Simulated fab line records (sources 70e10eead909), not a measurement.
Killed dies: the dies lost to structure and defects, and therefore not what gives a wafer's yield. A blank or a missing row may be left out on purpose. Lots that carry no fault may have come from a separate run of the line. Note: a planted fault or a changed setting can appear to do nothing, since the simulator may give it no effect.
Which tool is to blame? :: flow nand harc :: 14 lots, 42 wafers sampled, at 5 steps of a route of 1159

WHAT THE GAUGES READ, wafer by wafer
NHARC_HYBRID_BOND_OVL_MEAS_05.
lot: L586
measured: day 19 16:28
on: overlay-02
overlay x nm (nm): 18 28 11
overlay y nm (nm): -1 -49 -16

lot: L585
measured: day 18 16:04
on: overlay-02
overlay x nm (nm): 9 -12 -17
overlay y nm (nm): -9 -6 8

lot: L588
measured: day 18 16:04
on: overlay-01
overlay x nm (nm): -1 -17 -59
overlay y nm (nm): -3 -5 -72

lot: L589
measured: day 18 16:04
on: overlay-01
overlay x nm (nm): 9 93 6
overlay y nm (nm): -10 12 -24

lot: L591
measured: day 19 16:27
on: overlay-01
overlay x nm (nm): -12 -7 -11
overlay y nm (nm): 7 -30 31

lot: L592
measured: day 20 18:13
on: overlay-01
overlay x nm (nm): -9 65 44
overlay y nm (nm): -27 -6 27

lot: L593
measured: day 20 23:52
on: overlay-01
overlay x nm (nm): -16 4 11
overlay y nm (nm): 10 26 -79

lot: L599
measured: day 22 13:00
on: overlay-01
overlay x nm (nm): 8 -32 -21
overlay y nm (nm): 14 -20 4

lot: L602
measured: day 22 08:37
on: overlay-02
overlay x nm (nm): 12 26 13
overlay y nm (nm): -11 -13 27

lot: L603
measured: day 23 03:22
on: overlay-02
overlay x nm (nm): 14 -75 5
overlay y nm (nm): -11 -42 -46

lot: L604
measured: day 23 03:22
on: overlay-01
overlay x nm (nm): -41 7 -7
overlay y nm (nm): -14 -17 16

lot: L606
measured: day 24 03:04
on: overlay-02
overlay x nm (nm): -52 -5 -7
overlay y nm (nm): -28 -50 -6

lot: L607
measured: day 24 03:04
on: overlay-01
overlay x nm (nm): 29 67 63
overlay y nm (nm): -6 -9 -32

lot: L608
measured: day 24 03:04
on: overlay-02
overlay x nm (nm): -5 -6 46
overlay y nm (nm): 5 -23 -5

NHARC_END_SORT_01.
lot: L586
measured: day 20 23:13
on: prober-02
killed at array: 30 26 17
killed at other: 5 1 2
killed at periphery: 4 3 3
killed dies: 39 30 22
killed open: 8 1 0
killed short: 2 2 4

lot: L585
measured: day 20 01:26
on: prober-02
killed at array: 33 34 39
killed at other: 0 0 0
killed at periphery: 4 4 2
killed dies: 37 38 41
killed open: 3 4 2
killed short: 3 1 3

lot: L588
measured: day 19 23:43
on: prober-01
killed at array: 12 15 23
killed at other: 1 0 1
killed at periphery: 1 0 0
killed dies: 14 15 24
killed open: 2 0 5
killed short: 0 2 1

lot: L589
measured: day 19 19:13
on: prober-02
killed at array: 31 27 37
killed at other: 1 1 0
killed at periphery: 2 1 1
killed dies: 34 29 38
killed open: 4 3 4
killed short: 2 1 6

lot: L591
measured: day 20 16:18
on: prober-01
killed at array: 24 23 26
killed at other: 0 0 1
killed at periphery: 79 73 79
killed dies: 103 96 106
killed open: 1 2 0
killed short: 3 2 1

lot: L592
measured: day 21 15:00
on: prober-02
killed at array: 22 28 24
killed at other: 0 0 0
killed at periphery: 2 4 3
killed dies: 24 32 27
killed open: 3 5 7
killed short: 1 1 2

lot: L593
measured: day 21 21:58
on: prober-01
killed at array: 30 23 31
killed at other: 0 1 0
killed at periphery: 37 72 81
killed dies: 67 96 112
killed open: 1 2 3
killed short: 0 3 2

lot: L599
measured: day 23 10:24
on: prober-01
killed at array: 48 36 45
killed at other: 1 0 0
killed at periphery: 0 3 0
killed dies: 49 39 45
killed open: 2 1 3
killed short: 0 1 1

lot: L602
measured: day 23 03:21
on: prober-02
killed at array: 20 24 32
killed at other: 0 1 0
killed at periphery: 4 3 3
killed dies: 24 28 35
killed open: 1 5 3
killed short: 1 0 2

lot: L603
measured: day 24 01:56
on: prober-01
killed at array: 38 40 49
killed at other: 2 0 2
killed at periphery: 2 7 2
killed dies: 42 47 53
killed open: 2 5 2
killed short: 1 1 1

lot: L604
measured: day 23 21:01
on: prober-02
killed at array: 33 27 16
killed at other: 0 0 0
killed at periphery: 5 1 4
killed dies: 38 28 20
killed open: 8 3 2
killed short: 2 0 1

lot: L606
measured: day 24 20:56
on: prober-01
killed at array: 35 41 34
killed at other: 0 1 0
killed at periphery: 5 1 5
killed dies: 40 43 39
killed open: 3 3 2
killed short: 1 0 4

lot: L607
measured: day 24 20:57
on: prober-02
killed at array: 50 36 33
killed at other: 0 2 1
killed at periphery: 5 2 0
killed dies: 55 40 34
killed open: 5 5 3
killed short: 2 3 1

lot: L608
measured: day 25 05:35
on: prober-01
killed at array: 14 19 20
killed at other: 0 0 1
killed at periphery: 7 6 6
killed dies: 21 25 27
killed open: 3 2 5
killed short: 1 0 2

WHICH TOOL RAN EACH LOT (tool, then ch and the chambers of the sampled wafers, then the start)
lot: L586
NHARC_P_CONTACT_PVD_32: pvd sputter-01, day 5 22:59
NHARC_A_BONDPAD_PVD_17: pvd sputter-01, day 19 07:44 or earlier
NHARC_A_BONDPAD_ANNEAL_28: rtp anneal-01 ch 0, day 19 07:44

lot: L585
NHARC_P_CONTACT_PVD_32: pvd sputter-01, day 5 23:54
NHARC_A_BONDPAD_PVD_17: pvd sputter-02, day 18 08:04 or earlier
NHARC_A_BONDPAD_ANNEAL_28: rtp anneal-02 ch 0, day 18 08:04

lot: L588
NHARC_P_CONTACT_PVD_32: pvd sputter-03, day 6 10:04
NHARC_A_BONDPAD_PVD_17: pvd sputter-03, day 18 05:26 or earlier
NHARC_A_BONDPAD_ANNEAL_28: rtp anneal-02 ch 0, day 18 05:26

lot: L589
NHARC_P_CONTACT_PVD_32: pvd sputter-02, day 6 10:40
NHARC_A_BONDPAD_PVD_17: pvd sputter-01, day 18 07:17 or earlier
NHARC_A_BONDPAD_ANNEAL_28: rtp anneal-01 ch 0, day 18 07:17

lot: L591
NHARC_P_CONTACT_PVD_32: pvd sputter-02, day 7 05:17
NHARC_A_BONDPAD_PVD_17: pvd sputter-01, day 19 08:27 or earlier
NHARC_A_BONDPAD_ANNEAL_28: rtp anneal-02 ch 0, day 19 08:27

lot: L592
NHARC_P_CONTACT_PVD_32: pvd sputter-01, day 7 09:47
NHARC_A_BONDPAD_PVD_17: pvd sputter-01, day 20 04:37 or earlier
NHARC_A_BONDPAD_ANNEAL_28: rtp anneal-02 ch 0, day 20 04:37

lot: L593
NHARC_P_CONTACT_PVD_32: pvd sputter-02, day 7 21:13
NHARC_A_BONDPAD_PVD_17: pvd sputter-01, day 20 11:20 or earlier
NHARC_A_BONDPAD_ANNEAL_28: rtp anneal-01 ch 0, day 20 11:20

lot: L599
NHARC_P_CONTACT_PVD_32: pvd sputter-01, day 9 23:23
NHARC_A_BONDPAD_PVD_17: pvd sputter-02, day 22 03:10 or earlier
NHARC_A_BONDPAD_ANNEAL_28: rtp anneal-02 ch 0, day 22 03:10

lot: L602
NHARC_P_CONTACT_PVD_32: pvd sputter-01, day 10 00:44
NHARC_A_BONDPAD_PVD_17: pvd sputter-03, day 21 19:34 or earlier
NHARC_A_BONDPAD_ANNEAL_28: rtp anneal-01 ch 0, day 21 19:34

lot: L603
NHARC_P_CONTACT_PVD_32: pvd sputter-03, day 10 05:13
NHARC_A_BONDPAD_PVD_17: pvd sputter-02, day 22 14:36 or earlier
NHARC_A_BONDPAD_ANNEAL_28: rtp anneal-01 ch 0, day 22 14:36

lot: L604
NHARC_P_CONTACT_PVD_32: pvd sputter-01, day 10 07:19
NHARC_A_BONDPAD_PVD_17: pvd sputter-03, day 22 14:18 or earlier
NHARC_A_BONDPAD_ANNEAL_28: rtp anneal-02 ch 0, day 22 14:18

lot: L606
NHARC_P_CONTACT_PVD_32: pvd sputter-01, day 10 20:37
NHARC_A_BONDPAD_PVD_17: pvd sputter-01, day 23 13:11 or earlier
NHARC_A_BONDPAD_ANNEAL_28: rtp anneal-01 ch 0, day 23 13:11

lot: L607
NHARC_P_CONTACT_PVD_32: pvd sputter-03, day 11 03:07
NHARC_A_BONDPAD_PVD_17: pvd sputter-02, day 23 16:49 or earlier
NHARC_A_BONDPAD_ANNEAL_28: rtp anneal-02 ch 0, day 23 16:49

lot: L608
NHARC_P_CONTACT_PVD_32: pvd sputter-02, day 11 05:14
NHARC_A_BONDPAD_PVD_17: pvd sputter-03, day 23 17:38 or earlier
NHARC_A_BONDPAD_ANNEAL_28: rtp anneal-02 ch 0, day 23 17:38
- NHARC_P_CONTACT_PVD_32: deposits Ti, target thk 5 nm, time 17.7 s.
- NHARC_A_BONDPAD_PVD_17: deposits TaN, target thk 5 nm, time 8.06 s.
- NHARC_A_BONDPAD_ANNEAL_28: time 90 s.

AS READ BY THE TOOLS THEMSELVES (means over the sampled wafers that have a number; for cases with no such wafer, the mark the record gives instead)
NHARC_P_CONTACT_PVD_32.
lot: L586
tool: pvd sputter-01
throttle valve pct (%): 29.7

lot: L585
tool: pvd sputter-01
throttle valve pct (%): 30.6

lot: L588
tool: pvd sputter-03
throttle valve pct (%): 29.4

lot: L589
tool: pvd sputter-02
throttle valve pct (%): 30.4

lot: L591
tool: pvd sputter-02
throttle valve pct (%): 30.5

lot: L592
tool: pvd sputter-01
throttle valve pct (%): 30.4

lot: L593
tool: pvd sputter-02
throttle valve pct (%): 30.3

lot: L599
tool: pvd sputter-01
throttle valve pct (%): 30.0

lot: L602
tool: pvd sputter-01
throttle valve pct (%): 29.7

lot: L603
tool: pvd sputter-03
throttle valve pct (%): 29.1

lot: L604
tool: pvd sputter-01
throttle valve pct (%): 29.6

lot: L606
tool: pvd sputter-01
throttle valve pct (%): 30.3

lot: L607
tool: pvd sputter-03
throttle valve pct (%): 30.8

lot: L608
tool: pvd sputter-02
throttle valve pct (%): 30.1

NHARC_A_BONDPAD_PVD_17.
lot: L586
tool: pvd sputter-01
throttle valve pct (%): 31.1

lot: L585
tool: pvd sputter-02
throttle valve pct (%): 30.7

lot: L588
tool: pvd sputter-03
throttle valve pct (%): 29.9

lot: L589
tool: pvd sputter-01
throttle valve pct (%): 30.8

lot: L591
tool: pvd sputter-01
throttle valve pct (%): 30.8

lot: L592
tool: pvd sputter-01
throttle valve pct (%): 30.7

lot: L593
tool: pvd sputter-01
throttle valve pct (%): 30.9

lot: L599
tool: pvd sputter-02
throttle valve pct (%): 30.4

lot: L602
tool: pvd sputter-03
throttle valve pct (%): 29.1

lot: L603
tool: pvd sputter-02
throttle valve pct (%): 30.4

lot: L604
tool: pvd sputter-03
throttle valve pct (%): 29.0

lot: L606
tool: pvd sputter-01
throttle valve pct (%): 30.0

lot: L607
tool: pvd sputter-02
throttle valve pct (%): 30.4

lot: L608
tool: pvd sputter-03
throttle valve pct (%): 30.1

NHARC_A_BONDPAD_ANNEAL_28.
lot: L586
tool: rtp anneal-01
wafer_temp_C_max: 226.24

lot: L585
tool: rtp anneal-02
wafer_temp_C_max: 225.98

lot: L588
tool: rtp anneal-02
wafer_temp_C_max: 225.87

lot: L589
tool: rtp anneal-01
wafer_temp_C_max: 226.12

lot: L591
tool: rtp anneal-02
wafer_temp_C_max: 225.92

lot: L592
tool: rtp anneal-02
wafer_temp_C_max: 225.88

lot: L593
tool: rtp anneal-01
wafer_temp_C_max: 225.91

lot: L599
tool: rtp anneal-02
wafer_temp_C_max: 226.10

lot: L602
tool: rtp anneal-01
wafer_temp_C_max: 226.13

lot: L603
tool: rtp anneal-01
wafer_temp_C_max: 226.03

lot: L604
tool: rtp anneal-02
wafer_temp_C_max: 225.63

lot: L606
tool: rtp anneal-01
wafer_temp_C_max: 225.81

lot: L607
tool: rtp anneal-02
wafer_temp_C_max: 225.78

lot: L608
tool: rtp anneal-02
wafer_temp_C_max: 226.18

THE ANSWER, worked out from the rows above alone
Rule: usual is defined by the lots themselves. Put in order of their means at a reading, lots are off if they are a third of the lots or fewer, leave a main group of 4 or more, and stand apart from it by a gap of 3 or more times the standard deviation of the main group's means; of several such gaps the widest counts. Not used: any main group whose means are identical at the precision the tables above print for the reading. Also off: a lot with no number at a reading for which 4 or more lots have one. The other lots that the step has rows for count as sound. After the gauges, taken in route order, come the tools' own readings; for these a lot's mean is taken, as printed above. The first step at which some lot is off is used, and at that step the reading that is off furthest; a lot without a number counts as furthest.
Off, at NHARC_END_SORT_01 on killed at periphery: L591, L593. Mean 2.9 and standard deviation 1.5 in the main group.
If a tool, at a process step before that reading, ran all the lots that are off and no sound lot after the first of them, it fits. The gauges at NHARC_END_SORT_01 are tried like those tools. With no start given for some of its lots, NHARC_A_BONDPAD_PVD_17 uses the hours and lot order of NHARC_A_BONDPAD_ANNEAL_28. Of those tried, none fits.

WHAT HAD BEEN PUT IN BY THE SIMULATOR
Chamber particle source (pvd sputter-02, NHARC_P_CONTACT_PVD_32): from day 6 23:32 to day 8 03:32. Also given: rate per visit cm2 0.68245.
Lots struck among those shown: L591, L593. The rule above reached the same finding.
